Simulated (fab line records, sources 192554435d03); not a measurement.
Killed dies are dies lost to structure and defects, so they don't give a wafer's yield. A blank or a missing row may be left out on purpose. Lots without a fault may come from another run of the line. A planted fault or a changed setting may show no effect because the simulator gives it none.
fab line records | flow n5_finfet
record lots=7 wafers=21
route steps=1938 shown DUMMY_GATE@228 SD_EPI_N@288 SDB@369 DUMMY_REMOVAL@377 HKMG_FIN@392 MOL_CONTACT_COAG@531
start_h: hours from the record's first day to the start of the lot's first wafer shown | wait_h: hours since the lot's step before | " the same as in the row above | L1.1+2: a row that stands for several wafers | - no value, or no start given | * or withheld: withheld | < > ~ a bound
route shown NAME@n: a module of which the file shows steps, and the number in the route of the first | usual: mean/standard deviation of fault-free wafers | same: alike in all rows | chamber/n: place in a boat | sites: the reading at each site | _std_site: their standard deviation | _edge_site: outer sites' mean less inner sites' | radius_mm: how far each site lies from the wafer's centre | mask NAME#n: copy n | behind: the tool/chamber that last shaped the wafer | hold: why the lot was held/for how many hours/how that ended | device: the transistor (n, p or np) that didn't switch | end of line: the same wafers' tests at the end of the route | a step without rows: its recipe alone | killed: dies lost to structure and defects at the first sort, not the wafer's yield | map: a wafer's dies, x killed, . not, _ none there
set.NAME: the setting as run; set.NAME@STEP: as run at that earlier step | model.NAME: the simulator's own value behind a step, which no gauge read
lots whose settings were changed on purpose; a table a step, a row a wafer
## steps
# step N5_DUMMY_GATE_EXPOSE_12
# recipe mask_id=GATE na=0.33 source_shape=annular sigma_inner=0.2 sigma_outer=0.6 polarization=unpolarized target_cd_nm=25 dose_mj=34
# columns lot.wafer tool chamber start_h wait_h mask set.dose_mj
L074.1+2 euv_scanner-02 0 51.58 - GATE#0 31.52
L074.5 " 0 " " GATE#0 34
L079.1+2 euv_scanner-02 0 76.38 - GATE#0 34
L079.5 " 0 " " GATE#0 32.72
L081.2 euv_scanner-02 0 87.32 - GATE#0 34
L081.4+5 " 0 " " GATE#0 32.63
L083.4+5+6 euv_scanner-02 0 99.74 - GATE#0 34
L092.1+6 euv_scanner-02 0 155.03 - GATE#0 35.49
L092.4 " 0 " " GATE#0 34
L094.2+4 euv_scanner-02 0 167.53 - GATE#0 34
L094.3 " 0 " " GATE#0 32.24
L095.1+2+6 euv_scanner-01 0 171.09 - GATE#0 34
# step N5_DUMMY_GATE_PEB_13
# recipe peb_temp_c=100 peb_time_s=60 resist=CAR-EUV
# step N5_DUMMY_GATE_DEVELOP_14
# recipe develop_time_s=30 developer=TMAH resist=CAR-EUV rinse_liquid=surfactant_rinse dry=air_spin dev_temp_c=23
# step N5_DUMMY_GATE_CD_MEAS_15
# recipe target_cd_nm=25.8 landing_energy_ev=500 detector=se_inlens
# usual cd_nm=25.03/0.22
# columns lot.wafer tool chamber start_h wait_h set.dose_mj@DUMMY_GATE_EXPOSE_12 cd_nm
L074.1 cd_sem-01 0 51.71 - 31.52 27.17
L074.2 " 0 " " 31.52 26.78
L074.5 " 0 " " 34 25.14
L079.1 cd_sem-01 0 76.51 - 34 24.80
L079.2 " 0 " " 34 25.18
L079.5 " 0 " " 32.72 25.61
L081.2 cd_sem-01 0 87.44 - 34 24.66
L081.4 " 0 " " 32.63 25.26
L081.5 " 0 " " 32.63 25.72
L083.4 cd_sem-02 0 99.85 - 34 25.26
L083.5 " 0 " " 34 24.82
L083.6 " 0 " " 34 25.04
L092.1 cd_sem-03 0 155.16 - 35.49 24.54
L092.4 " 0 " " 34 25.21
L092.6 " 0 " " 35.49 24.63
L094.2 cd_sem-01 0 167.66 - 34 25.11
L094.3 " 0 " " 32.24 25.97
L094.4 " 0 " " 34 24.93
L095.1 cd_sem-03 0 171.21 - 34 24.83
L095.2 " 0 " " 34 24.78
L095.6 " 0 " " 34 24.88
# step N5_DUMMY_GATE_STRIP_38
# recipe chemistry=N2/H2 temp_c=40 n2_flow_sccm=200 h2_flow_sccm=200 rf_frequency_hz=6e+07
# step N5_DUMMY_GATE_STRIP_39
# recipe chemistry=N2/H2 temp_c=40 n2_flow_sccm=200 h2_flow_sccm=200 rf_frequency_hz=6e+07
# step N5_DUMMY_GATE_TRIM_49
# recipe chemistry=O2 resist=SOC time_s=29 target_cd_nm=14 source_power_w=300 bias_power_w=0 O2_flow_sccm=100 temp_c=20
# columns lot.wafer tool chamber start_h wait_h set.dose_mj@DUMMY_GATE_EXPOSE_12 model.DUMMY_GATE.cd_nm
L074.1 rie_si-02 0 52.27 0.0 31.52 15.8
L074.2 " 3 " " 31.52 15.4
L074.5 " 1 " " 34 14
L079.1 rie_si-05 1 76.87 0.0 34 14.2
L079.2 " 2 " " 34 14
L079.5 " 0 " " 32.72 14.8
L081.2 rie_si-05 0 88.94 0.0 34 13.8
L081.4 " 1 " " 32.63 15
L081.5 " 0 " " 32.63 14.8
L083.4 rie_si-02 2 100.20 0.0 34 14.4
L083.5 " 3 " " 34 14.2
L083.6 " 2 " " 34 14
L092.1+6 rie_si-06 3 155.52 0.0 35.49 13.4
L092.4 " 0 " " 34 14.2
L094.2 rie_si-02 3 168.39 0.0 34 14
L094.3 " 0 " " 32.24 15.2
L094.4 " 1 " " 34 14.2
L095.1 rie_si-05 0 171.57 0.0 34 14.2
L095.2+6 " 2,3 " " 34 13.8
# step N5_DUMMY_GATE_STRIP_40
# recipe chemistry=CF4 resist=SiARC power_w=300 bias_power_w=75 pressure_mtorr=50 cf4_flow_sccm=150 rf_frequency_hz=6e+07
# step N5_DUMMY_GATE_CD_MEAS_50
# recipe target_cd_nm=14
# usual cd_nm=14.11/0.29
# columns lot.wafer tool chamber start_h wait_h set.dose_mj@DUMMY_GATE_EXPOSE_12 cd_nm
L074.1 cd_sem-03 - 52.42 0.0 31.52 15.67
L074.2 " - " " 31.52 15.29
L074.5 " - " " 34 13.91
L079.1 cd_sem-02 - 77.02 0.0 34 14.40
L079.2 " - " " 34 13.99
L079.5 " - " " 32.72 14.66
L081.2 cd_sem-02 - 89.35 0.0 34 13.29
L081.4 " - " " 32.63 14.78
L081.5 " - " " 32.63 14.61
L083.4 cd_sem-01 - 100.39 0.0 34 14.61
L083.5 " - " " 34 14.14
L083.6 " - " " 34 14.21
L092.1 cd_sem-01 - 155.78 0.0 35.49 13.99
L092.4 " - " " 34 14.17
L092.6 " - " " 35.49 13.42
L094.2 cd_sem-02 - 168.55 0.0 34 14.03
L094.3 " - " " 32.24 15.18
L094.4 " - " " 34 14.27
L095.1 cd_sem-01 - 171.93 0.0 34 14.16
L095.2 " - " " 34 13.32
L095.6 " - " " 34 13.73
# step N5_DUMMY_GATE_ETCH_31
# recipe chemistry=C4F6/O2 target=SiO2 mask_material=SOC target_depth_a=825 time_s=27.5 ion_energy_ev=250 pressure_mtorr=30 source_w=345 bias_w=185 Ar_flow_sccm=300 C4F6_flow_sccm=10 O2_flow_sccm=10
# step N5_DUMMY_GATE_STRIP_41
# recipe chemistry=O2 power_w=400 temp_c=40 pressure_mtorr=30 rf_frequency_hz=6e+07 bias_power_w=0 overash_fraction=0.3 o2_flow_sccm=225
# step N5_DUMMY_GATE_ETCH_32
# recipe chemistry=CF4 target=SiO2 target_depth_a=35 time_s=3.9 ion_energy_ev=350 pressure_mtorr=10 icp_w=800 bias_w=400 cf4_flow_sccm=80
# step N5_DUMMY_GATE_ETCH_23
# recipe chemistry=HBr/Cl2/O2 HBr_flow_sccm=150 Cl2_flow_sccm=80 O2_flow_sccm=12 bias_w=102 target_depth_a=410 time_s=22.3 target=poly-Si mask_material=SiO2 pressure_mtorr=10 icp_w=800
# step N5_DUMMY_GATE_ETCH_44
# recipe chemistry=HBr/O2 over_etch_frac=0.7 target_depth_a=1275 stop_on=SiO2 ion_energy_ev=60 bias_w=20 target=poly-Si mask_material=SiO2 pressure_mtorr=20 icp_w=400 HBr_flow_sccm=120 O2_flow_sccm=10
# columns lot.wafer tool chamber start_h wait_h set.dose_mj@DUMMY_GATE_EXPOSE_12 model.DUMMY_GATE.cd_nm
L074.1 rie_si-06 3 52.81 0.0 31.52 16.6
L074.2 " 2 " " 31.52 16.2
L074.5 " 0 " " 34 14.8
L079.1 rie_si-06 3 77.40 0.0 34 15.4
L079.2 " 1 " " 34 15
L079.5 " 1 " " 32.72 16
L081.2 rie_si-06 0 89.85 0.0 34 14.6
L081.4 " 3 " " 32.63 16
L081.5 " 1 " " 32.63 15.8
L083.4+5 rie_si-06 1,0 100.89 0.0 34 15.2
L083.6 " 3 " " 34 14.8
L092.1+6 rie_si-06 1,3 156.61 0.0 35.49 14.2
L092.4 " 3 " " 34 15.2
L094.2 rie_si-02 2 168.96 0.0 34 15
L094.3 " 0 " " 32.24 16.2
L094.4 " 1 " " 34 15.4
L095.1 rie_si-02 2 172.34 0.0 34 15.2
L095.2+6 " 1,3 " " 34 14.6
# step N5_DUMMY_GATE_CD_MEAS_24
# recipe target_cd_nm=15
# usual cd_nm=15.1/0.32
# columns lot.wafer tool chamber start_h wait_h set.dose_mj@DUMMY_GATE_EXPOSE_12 cd_nm
L074.1 cd_sem-03 - 52.92 0.1 31.52 16.5
L074.2 " - " " 31.52 16.3
L074.5 " - " " 34 14.8
L079.1 cd_sem-01 - 77.51 0.1 34 15.3
L079.2 " - " " 34 14.9
L079.5 " - " " 32.72 16.1
L081.2 cd_sem-01 - 89.96 0.1 34 14.7
L081.4 " - " " 32.63 15.6
L081.5 " - " " 32.63 15.9
L083.4 cd_sem-01 - 101.01 0.1 34 15.1
L083.5 " - " " 34 15.1
L083.6 " - " " 34 15.2
L092.1 cd_sem-03 - 156.72 0.1 35.49 14.0
L092.4 " - " " 34 15.3
L092.6 " - " " 35.49 14.1
L094.2 cd_sem-01 - 169.07 0.1 34 14.9
L094.3 " - " " 32.24 16.3
L094.4 " - " " 34 15.3
L095.1 cd_sem-03 - 172.46 0.1 34 15.0
L095.2 " - " " 34 14.4
L095.6 " - " " 34 14.5
# step N5_SD_EPI_N_EPI_21
# recipe material=Si:P dopant=P temp_c=680 pressure_torr=255 time_s=690
# columns lot.wafer tool chamber start_h wait_h set.epi_growth_time_s model.Si-P_of_SD_EPI_N_EPI_21.thk_nm
L074.1 epi_rpcvd-04 0 56.01 0.1 690 59.4
L074.2 " 0 " " 690 59.6
L074.5 " 0 " " 669.9 58.4
L079.1 epi_rpcvd-04 0 80.74 0.2 634.7 56.4
L079.2 " 0 " " 690 60
L079.5 " 0 82.23 1.5 634.7 55.8
L081.2 epi_rpcvd-02 0 94.45 0.4 690 57.8
L081.4+5 " 0 " " 690 58.4
L083.4 epi_rpcvd-04 0 105.83 0.9 665.4 58.2
L083.5 " 0 " " 690 59
L083.6 " 0 " " 665.4 56.8
L092.1+4 epi_rpcvd-01 0 159.80 0.1 690 59.2
L092.6 " 0 161.20 1.4 670.5 58
L094.2 epi_rpcvd-04 0 172.47 0.4 690 60.2
L094.3 " 0 " " 657.7 57
L094.4 " 0 " " 657.7 58
L095.1+2 epi_rpcvd-02 0 175.84 0.1 690 60
L095.6 " 0 177.24 1.4 690 59
# step N5_SD_EPI_N_PRECLEAN_24
# recipe chemistry=O3/DIW time_s=60 temp_c=22 o3_ppm=10
# columns lot.wafer tool chamber start_h wait_h set.epi_growth_time_s@SD_EPI_N_EPI_21 model.Si-P_of_SD_EPI_N_EPI_21.thk_nm
L074.1 wet_bench-05 5 57.76 0.0 690 59
L074.2 " 1 " " 690 59.2
L074.5 " 3 " " 669.9 58
L079.1 wet_bench-05 4 83.05 0.0 634.7 56
L079.2 " 7 " " 690 59.6
L079.5 " 1 " " 634.7 55.6
L081.2 wet_bench-05 7 95.92 0.0 690 57.4
L081.4+5 " 0,3 " " 690 58
L083.4 wet_bench-02 5 106.75 0.0 665.4 57.8
L083.5 " 6 " " 690 58.6
L083.6 " 7 " " 665.4 56.4
L092.1+4 wet_bench-04 7,6 161.56 0.0 690 58.8
L092.6 " 4 " " 670.5 57.8
L094.2 wet_bench-04 2 173.94 0.0 690 59.8
L094.3 " 6 " " 657.7 56.8
L094.4 " 4 " " 657.7 57.6
L095.1+2 wet_bench-02 7,1 177.59 0.0 690 59.6
L095.6 " 2 " " 690 58.6
# step N5_SDB_CUT_ETCH_26
# recipe chemistry=HBr/Cl2/O2 target=Si target_depth_a=1296 bt_time_s=20 mask_material=SiNx time_s=51.8 ion_energy_ev=* bias_w=* pressure_mtorr=10 icp_w=800 HBr_flow_sccm=150 Cl2_flow_sccm=80 O2_flow_sccm=12
# columns lot.wafer tool chamber start_h wait_h set.icp_w model.SDB.feature_depth_nm model.etch.depth_nm
L074.1+2 rie_si-04 0,3 71.20 0.1 800 128.4 128.4
L074.5 " 0 " " 800 129.6 129.6
L079.1 rie_si-03 1 98.10 0.1 800 131.2 131.1
L079.2 " 0 " " 692.1 120.6 120.6
L079.5 " 0 " " 692.1 120.4 120.5
L081.2 rie_si-04 0 109.48 0.1 800 128.4 128.3
L081.4 " 2 " " 800 129 129
L081.5 " 2 " " 800 128 128
L083.4 rie_si-04 2 120.06 0.1 800 129.8 129.8
L083.5 " 2 " " 926.2 139.2 139.2
L083.6 " 1 " " 800 128.4 128.3
L092.1 rie_si-04 2 175.31 0.1 800 128.6 128.5
L092.4 " 0 " " 800 130 130
L092.6 " 0 " " 800 128.6 128.7
L094.2 rie_si-04 1 188.36 0.1 837.5 132.2 132.2
L094.3 " 2 " " 800 129.8 129.9
L094.4 " 3 " " 800 129.2 129.1
L095.1 rie_si-04 0 192.36 0.1 800 130.8 130.8
L095.2 " 2 " " 800 130.6 130.6
L095.6 " 2 " " 800 129.8 129.8
# step N5_SDB_ALD_29
# recipe material=SiNx target_thk_a=300 temp_c=400 ald_precursor_family=SiH2I2 ald_co_reactant=N2/H2-plasma pulse_time_s=1 ald_cycles=600 purge_time_s=2 co_reactant_purge_time_s=2 pressure_torr=2
# columns lot.wafer tool chamber start_h wait_h set.ald_cycles model.SiNx_of_SDB_ALD_29.thk_nm
L074.1 ald_sin-03 2 71.38 0.0 600 30
L074.2 " 3 " " 600 30.2
L074.5 " 0 72.74 1.4 568 28.6
L079.1+5 ald_sin-02 0,1 99.36 1.1 600 30
L079.2 " 3 " " 600 29.8
L081.2 ald_sin-02 2 109.66 0.0 600 30
L081.4 " 1 " " 523 26.2
L081.5 " 2 111.01 1.4 523 26
L083.4+6 ald_sin-03 1,3 120.24 0.0 600 30
L083.5 " 0 121.60 1.4 600 29.8
L092.1 ald_sin-03 2 175.57 0.1 529 26.8
L092.4+6 " 0,3 " " 600 30.2
L094.2+3 ald_sin-03 3,0 188.54 0.0 512 25.6
L094.4 " 2 " " 600 30
L095.1+6 ald_sin-02 3 192.54 0.0 600 30
L095.2 " 2 " " 600 29.8
# step N5_SDB_CMP_30
# recipe stop_on=poly-Si t_overpolish_s=1.54 post_cmp_clean=alkaline_brush down_force_psi=4.1491 platen_rpm=51.796 pad_velocity_m_s=1.0306 target_thk_nm=30
# step N5_DUMMY_REMOVAL_HM_STRIP_01
# recipe chemistry=CH3F/O2 material=SiNx target_depth_a=40 stop_on=poly-Si time_s=6.8 over_etch_frac=0.3 ion_energy_ev=60 power_w=410 bias_w=29 Ar_flow_sccm=150 CH3F_flow_sccm=30 O2_flow_sccm=20
# columns lot.wafer tool chamber start_h wait_h set.ald_cycles@SDB_ALD_29 model.SiNx_of_SDB_ALD_29.thk_nm
L074.1 rie_diel-06 1 74.49 0.0 600 29.4
L074.2 " 2 " " 600 29.6
L074.5 " 1 " " 568 28
L079.1+5 rie_diel-02 1 102.45 0.0 600 29.4
L079.2 " 0 " " 600 29.2
L081.2 rie_diel-02 1 112.98 0.1 600 29.4
L081.4+5 " 2 " " 523 25.6
L083.4+5 rie_diel-06 3,0 123.35 0.0 600 29.2
L083.6 " 1 " " 600 29.4
L092.1 rie_diel-04 3 178.66 0.0 529 26.2
L092.4+6 " 3,2 " " 600 29.6
L094.2 rie_diel-06 2 191.63 0.0 512 25.2
L094.3 " 3 " " 512 25
L094.4 " 3 " " 600 29.4
L095.1+6 rie_diel-06 3,1 195.63 0.0 600 29.4
L095.2 " 2 " " 600 29.2
# step N5_HKMG_FIN_COAT_43
# recipe resist=CAR-ArF spin_rpm=1500 resist_thk_nm=90
# columns lot.wafer tool chamber start_h wait_h set.spin_rpm model.CAR-ArF_of_HKMG_FIN_COAT_43.thk_nm
L074.1 litho_track-01 0 - - 1500 90
L074.2 " 0 " " 1622 86.6
L074.5 " 0 " " 1622 86.4
L079.1 litho_track-01 0 - - 1580 88.2
L079.2 " 0 " " 1580 88.4
L079.5 " 0 " " 1500 90.6
L081.2 litho_track-01 0 - - 1500 90.8
L081.4 " 0 " " 1372 94.6
L081.5 " 0 " " 1500 90.6
L083.4 litho_track-05 0 - - 1565 88.6
L083.5 " 0 " " 1565 88.2
L083.6 " 0 " " 1500 90.2
L092.1 litho_track-02 0 - - 1395 92.8
L092.4 " 0 " " 1500 89.8
L092.6 " 0 " " 1500 89.6
L094.2+4 litho_track-02 0 - - 1336 95.2
L094.3 " 0 " " 1500 89.8
L095.1 litho_track-02 0 - - 1500 90.2
L095.2 " 0 " " 1500 89.8
L095.6 " 0 " " 1500 90.4
# step N5_HKMG_FIN_ETCH_55
# recipe chemistry=N2/H2 target=SOC target_depth_a=2400 temp_c=40 time_s=300 ion_energy_ev=200 mask_material=SiARC pressure_mtorr=30 source_w=840 bias_w=150 n2_flow_sccm=200 h2_flow_sccm=200
# usual rf_vpp_V=524.3/2.9
# columns lot.wafer tool chamber start_h wait_h set.bias_w rf_vpp_V model.etch.depth_nm model.HKMG_FIN.feature_depth_nm model.SiARC_of_HKMG_FIN_COAT_42.thk_nm
L074.1 rie_diel-01 2 76.21 0.0 150 523.7 232.9 233 21.6
L074.2 " 0 " " 150 520.4 232.8 232.8 21.6
L074.5 " 0 " " 150 522.5 233.2 233.2 21.6
L079.1 rie_diel-05 0 104.42 0.0 150 524.4 238.4 238.4 21.4
L079.2 " 3 " " 165.5 562.6 254.6 254.6 19.6
L079.5 " 3 " " 165.5 562.3 250.8 250.8 19.8
L081.2 rie_diel-03 2 114.82 0.0 150 525.4 238.8 238.8 21.2
L081.4 " 2 " " 130 481.5 221.2 221.2 23.6
L081.5 " 3 " " 150 520.1 232.1 232.2 21.8
L083.4 rie_diel-05 2 124.97 0.0 150 525.2 240.5 240.4 21.2
L083.5 " 0 " " 161 547.7 244.1 244.2 20.2
L083.6 " 1 " " 161 547.6 243.5 243.4 20
L092.1 rie_diel-03 1 180.33 0.0 150 527.5 238.3 238.2 21.2
L092.4 " 2 " " 150 524.5 238.7 238.8 21.2
L092.6 " 1 " " 134.1 490.9 225.1 225.2 23.2
L094.2 rie_diel-05 2 193.33 0.0 150 525.2 241.9 241.8 21.2
L094.3 " 3 " " 150 527.2 237.3 237.4 21.4
L094.4 " 1 " " 132.4 482.2 228.9 229 23
L095.1 rie_diel-03 0 197.21 0.0 150 528.1 243.6 243.6 21
L095.2 " 2 " " 150 526.3 238.7 238.8 21.2
L095.6 " 1 " " 150 528.1 235.8 235.8 21.2
# step N5_MOL_CONTACT_COAG_ETCH_105
# recipe chemistry=CF4 target=SiARC target_depth_a=156 mask_material=CAR-EUV time_s=26 ion_energy_ev=80 pressure_mtorr=40 source_w=545 bias_w=36 Ar_flow_sccm=100 cf4_flow_sccm=100 ends=cleared
# usual rf_vpp_V=184.0/1.2
# columns lot.wafer tool chamber start_h wait_h set.bias_w rf_vpp_V
L074.1 rie_diel-05 2 93.62 0.0 38.72 193.0
L074.2 " 1 " " 38.72 192.9
L074.5 " 1 " " 36 184.1
L079.1 rie_diel-01 0 119.81 0.0 37.81 188.6
L079.2 " 3 " " 36 184.2
L079.5 " 1 " " 37.81 188.2
L081.2 rie_diel-01 2 130.23 0.0 36 184.6
L081.4 " 1 " " 36 183.2
L081.5 " 3 " " 36 184.1
L083.4 rie_diel-05 2 141.01 0.0 36 184.9
L083.5 " 0 " " 33.71 176.6
L083.6 " 3 " " 36 185.6
L092.1 rie_diel-03 2 195.60 0.0 31.81 170.8
L092.4 " 0 " " 36 184.4
L092.6 " 1 " " 36 185.7
L094.2 rie_diel-03 0 208.56 0.0 36 185.6
L094.3 " 3 " " 32.86 172.6
L094.4 " 2 " " 36 185.6
L095.1 rie_diel-03 3 212.61 0.0 36 183.0
L095.2 " 2 " " 36 185.9
L095.6 " 1 " " 36 185.4
# step N5_MOL_CONTACT_COAG_ALD_27
# recipe material=SiOC target_thk_a=170 temp_c=400 ald_precursor_family=carbosiloxane ald_co_reactant=H2-plasma pulse_time_s=1.5 time_s=2720 purge_time_s=2 co_reactant_purge_time_s=2 ald_cycles=340 pressure_torr=2
# columns lot.wafer tool chamber start_h wait_h set.ald_cycles model.SiOC_of_MOL_CONTACT_COAG_ALD_27.thk_nm
L074.1 ald_sin-01 1 100.68 0.0 340 17
L074.2 " 0 " " 325 16.4
L074.5 " 1 " " 325 16.2
L079.1 ald_sin-03 0 125.36 0.0 340 16.8
L079.2 " 1 " " 357 17.6
L079.5 " 1 " " 340 17
L081.2+5 ald_sin-04 1,0 135.17 0.0 340 17
L081.4 " 3 " " 320 16
L083.4+5 ald_sin-04 0,2 147.28 0.9 340 17
L083.6 " 3 " " 388 19.4
L092.1+4 ald_sin-04 0,3 200.14 0.0 340 17
L092.6 " 1 " " 368 18.4
L094.2+3+4 ald_sin-01 1,2,3 215.82 0.0 340 17
L095.1+2 ald_sin-04 3,0 217.76 0.5 340 17
L095.6 " 0 " " 340 17.2
## key
split step=N5_DUMMY_GATE_EXPOSE_12 setting=dose_mj stated=34 by=wafer
response step=N5_DUMMY_GATE_CD_MEAS_15 reading=cd_nm change=-0.206 per=1% r=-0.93
response step=N5_DUMMY_GATE_TRIM_49 reading=model.DUMMY_GATE.cd_nm change=-0.216 per=1% r=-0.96
response step=N5_DUMMY_GATE_CD_MEAS_50 reading=cd_nm change=-0.203 per=1% r=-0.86
response step=N5_DUMMY_GATE_ETCH_44 reading=model.DUMMY_GATE.cd_nm change=-0.227 per=1% r=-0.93
response step=N5_DUMMY_GATE_CD_MEAS_24 reading=cd_nm change=-0.239 per=1% r=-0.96
split step=N5_SD_EPI_N_EPI_21 setting=epi_growth_time_s stated=690 by=wafer
response step=N5_SD_EPI_N_EPI_21 reading=model.Si-P_of_SD_EPI_N_EPI_21.thk_nm change=+0.484 per=1% r=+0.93
response step=N5_SD_EPI_N_PRECLEAN_24 reading=model.Si-P_of_SD_EPI_N_EPI_21.thk_nm change=+0.468 per=1% r=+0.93
split step=N5_SDB_CUT_ETCH_26 setting=icp_w stated=800 by=wafer
response step=N5_SDB_CUT_ETCH_26 reading=model.SDB.feature_depth_nm change=+0.699 per=1% r=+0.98
response step=N5_SDB_CUT_ETCH_26 reading=model.etch.depth_nm change=+0.697 per=1% r=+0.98
split step=N5_SDB_ALD_29 setting=ald_cycles stated=600 by=wafer
response step=N5_SDB_ALD_29 reading=model.SiNx_of_SDB_ALD_29.thk_nm change=+0.297 per=1% r=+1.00
response step=N5_DUMMY_REMOVAL_HM_STRIP_01 reading=model.SiNx_of_SDB_ALD_29.thk_nm change=+0.292 per=1% r=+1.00
split step=N5_HKMG_FIN_COAT_43 setting=spin_rpm stated=1500 by=wafer
response step=N5_HKMG_FIN_COAT_43 reading=model.CAR-ArF_of_HKMG_FIN_COAT_43.thk_nm change=-0.458 per=1% r=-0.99
split step=N5_HKMG_FIN_ETCH_55 setting=bias_w stated=150 by=wafer
response step=N5_HKMG_FIN_ETCH_55 reading=rf_vpp_V change=+3.39 per=1% r=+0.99
response step=N5_HKMG_FIN_ETCH_55 reading=model.etch.depth_nm change=+1.07 per=1% r=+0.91
response step=N5_HKMG_FIN_ETCH_55 reading=model.HKMG_FIN.feature_depth_nm change=+1.07 per=1% r=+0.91
response step=N5_HKMG_FIN_ETCH_55 reading=model.SiARC_of_HKMG_FIN_COAT_42.thk_nm change=-0.161 per=1% r=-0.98
split step=N5_MOL_CONTACT_COAG_ETCH_105 setting=bias_w stated=36 by=wafer
response step=N5_MOL_CONTACT_COAG_ETCH_105 reading=rf_vpp_V change=+1.26 per=1% r=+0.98
split step=N5_MOL_CONTACT_COAG_ALD_27 setting=ald_cycles stated=340 by=wafer
response step=N5_MOL_CONTACT_COAG_ALD_27 reading=model.SiOC_of_MOL_CONTACT_COAG_ALD_27.thk_nm change=+0.167 per=1% r=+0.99
